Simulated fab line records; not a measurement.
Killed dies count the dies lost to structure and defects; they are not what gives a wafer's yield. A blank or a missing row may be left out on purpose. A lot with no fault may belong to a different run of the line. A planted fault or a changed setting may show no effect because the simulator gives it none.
Struck lot and sound lot, side by side -- flow nandHarc -- 13 out of 1302 route steps
Sound: these wafers, L392.1, L392.5, L392.6. Wafers struck: L393.1, L393.2, L393.5. Last of all comes the cause.
Per side, at each step with rows, come the tool, then ch with its chambers, and then its first start. Under that, the readings that differ: sound wafers -- struck wafers -- difference of the means -- sigmas: that difference in standard deviations of wafers without a fault.
alike: readings with means less than 2 such deviations apart, plus words and numbers identical on both sides. not compared: withheld readings, readings lacking a value on some wafer, bounds such as >300 that could conceal the same value, and numbers that have no deviation in the record and whose values overlap.
The two part at a step that has a row with sigmas, a row that says differs or no value, or rows on one side only. Non-overlapping numbers with no deviation appear without sigmas and do not part them. A reading that every wafer of one side lacks parts them only if that side has two wafers or more.

NHARC_A_STAIRCASE_DEP_417: deposits Si3N4, target thk 60 nm.
  sound on pecvd-02 ch 1,2, day 18 14:56; struck on pecvd-01 ch 0,1, day 18 21:10
  alike: heaterPowerOuterW, heaterPowerW
then, 3 steps without rows for these wafers: NHARC_A_STAIRCASE_WET_418 (chemistry H3PO4, target depth 20 nm); NHARC_A_STAIRCASE_PRECLEAN_419 (cleans in SC1); NHARC_A_STAIRCASE_SRD_421.
NHARC_A_STAIRCASE_ALD_420: deposits SiO2, target thk 20 nm, pulse time 6 s, ald cycles 200.
  sound on aldHk-03 ch 0,2,3, day 18 18:10; struck on aldHk-01 ch 0,2, day 19 01:25
  alike: heaterPowerW, precursorPulseHeightRel
then, 1 step without rows for these wafers: NHARC_A_STAIRCASE_CVD_552 (deposits SiNx, target thk 40 nm).
NHARC_A_STAIRCASE_DEP_151: deposits SiO2, target thk 7200 nm.
  sound on pecvd-01 ch 1,2, day 19 01:50; struck on pecvd-02 ch 0,1, day 19 09:23
  alike: heaterPowerOuterW, heaterPowerW
then, 1 step without rows for these wafers: NHARC_A_STAIRCASE_ANNEAL_320 (time 1800 s).
NHARC_A_STAIRCASE_DEP_322: deposits SiO2, target thk 7200 nm.
  sound on pecvd-01 ch 0,1,2, day 19 09:19; struck on pecvd-02 ch 0,1, day 19 19:06
  alike: heaterPowerOuterW, heaterPowerW
then, 1 step without rows for these wafers: NHARC_A_STAIRCASE_ANNEAL_323 (time 1800 s).
NHARC_A_STAIRCASE_DEP_325: deposits SiO2, target thk 7200 nm.
  sound on pecvd-03 ch 0,2, day 19 19:01; struck on pecvd-02 ch 0,1, day 20 03:47
  no value came back on the struck wafers for heaterPowerOuterW (W), heaterPowerW (W); on the sound wafers heaterPowerOuterW (W) reads 311 242 395
then, 1 step without rows for these wafers: NHARC_A_STAIRCASE_ANNEAL_326 (time 1800 s).
-- record jumps: 6 days between struck wafers' starts before vs after; left off in module A_STAIRCASE, resumes in module END, first step shown is number 1302 of the route --
NHARC_END_SORT_01:
  the record has rows for the struck wafers here (prober-02 ch 0, day 25 23:23) and none for the sound ones

## WHERE THEY PART
Earliest at NHARC_A_STAIRCASE_DEP_325; latest, in this record, at NHARC_END_SORT_01.

WHY: what had been put in by the simulator
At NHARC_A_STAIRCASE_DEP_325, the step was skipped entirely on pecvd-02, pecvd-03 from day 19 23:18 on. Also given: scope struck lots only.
